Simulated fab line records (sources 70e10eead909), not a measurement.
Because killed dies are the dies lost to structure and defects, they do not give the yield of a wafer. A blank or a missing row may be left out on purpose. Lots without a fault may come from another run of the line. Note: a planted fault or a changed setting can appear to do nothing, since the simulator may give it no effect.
Comparing a struck lot with a sound one	flow nand-harc	13 out of 1159 route steps
Sound: these wafers, L816.3, L816.4, L816.6. Struck: wafers L823.1, L823.2, L823.4. The cause comes at the end.
At each step with rows: each side's tool, then ch and its chambers, then its first start. Under that, the readings that differ: sound wafers	struck wafers	difference of the means	sigmas: that difference in standard deviations of wafers without a fault.
alike: a reading whose means differ by less than 2 such deviations, as well as words and numbers matching on both sides. not compared: withheld readings; readings where some wafer has no value; bounds like >300 that might hide an equal value; numbers whose values overlap and for which the record gives no deviation.
Wherever a step has rows on one side only, a row that says differs or no value, or a row with sigmas, the two part there. Numbers that have no deviation but don't overlap get no sigmas and don't part them. A reading missing from all wafers of one side parts the sides only when that side holds two or more wafers.

NHARC_A_CHANNEL_FILL_D1_STRIP_28: strips in O2, time 20 s.
  sound on rie-diel-01 ch 1,2,3, day 11 08:52; struck on rie-diel-03 ch 0,2,3, day 12 17:40
  alike: drypump-motor-current-A, o2-flow-sccm, oes-product-au, rf-vpp-V, showerhead-plenum-p-Torr, throttle-valve-pct
  not compared: rf-hours-counter-h
then, 4 steps without rows for these wafers: NHARC_A_CHANNEL_FILL_D1_PRECLEAN_21 (cleans in dHF, time 30 s); NHARC_A_CHANNEL_FILL_D1_SRD_23; NHARC_A_CHANNEL_FILL_D1_CVD_05 (deposits poly-Si, target thk 5 nm); NHARC_A_CHANNEL_FILL_D1_ANNEAL_22 (time 7200 s).
NHARC_A_CHANNEL_FILL_D1_ALD_25: deposits SiOx, target thk 60 nm, pulse time 10 s, ald cycles 600.
  sound on ald-hk-03 ch 1,2,3, day 11 20:28; struck on ald-hk-04 ch 0,2,3, day 13 06:19
  alike: heater-power-w, precursor-pulse-height-rel, susceptor-temp-C
NHARC_A_CHANNEL_FILL_D1_ETCHBACK_08: etches the open film in C4F8, target depth 220 nm, time 110 s.
  sound on rie-diel-01 ch 0,1,2; struck on rie-diel-01 ch 0,2,3
  alike: oes-product-au, rf-vpp-V
  not compared: rf-hours-counter-h
NHARC_A_CHANNEL_FILL_D1_STRIP_29: strips in O2, time 20 s.
  sound on rie-diel-01 ch 1,2,3; struck on rie-diel-01 ch 0,1,2
  alike: drypump-motor-current-A, o2-flow-sccm, oes-product-au, rf-vpp-V, showerhead-plenum-p-Torr, throttle-valve-pct
  not compared: rf-hours-counter-h
then, 3 steps without rows for these wafers: NHARC_A_CHANNEL_FILL_D1_PRECLEAN_30 (cleans in dHF, time 30 s); NHARC_A_CHANNEL_FILL_D1_SRD_31; NHARC_A_CHANNEL_FILL_D1_CVD_09 (deposits poly-Si, target thk 150 nm, time 3000 s).
NHARC_A_CHANNEL_FILL_D1_CMP_10: polishes, target thk 150 nm.
  sound on cmp-01 ch 1,2,3, day 12 08:11; struck on cmp-01 ch 0,1,2, day 13 17:01
  no value came back on the struck wafers for edge-zone-pressure-frac, motor-current-A (A), retaining-ring-pressure-frac, time-to-endpoint-s (s); on the sound wafers edge-zone-pressure-frac reads 0.998 1.000 0.997
-- the record jumps here: 9 days lie between the struck wafers' starts before and after (it left off in module A_CHANNEL_FILL_D1 and takes up again in module END, whose first step shown is number 1159 of the route) --
NHARC_END_SORT_01:
  the record has rows for the struck wafers here (prober-02 ch 0, day 22 05:35) and none for the sound ones

## WHERE THEY PART
Earliest at NHARC_A_CHANNEL_FILL_D1_CMP_10; latest, in this record, at NHARC_END_SORT_01.

WHY: the cause the simulator had injected
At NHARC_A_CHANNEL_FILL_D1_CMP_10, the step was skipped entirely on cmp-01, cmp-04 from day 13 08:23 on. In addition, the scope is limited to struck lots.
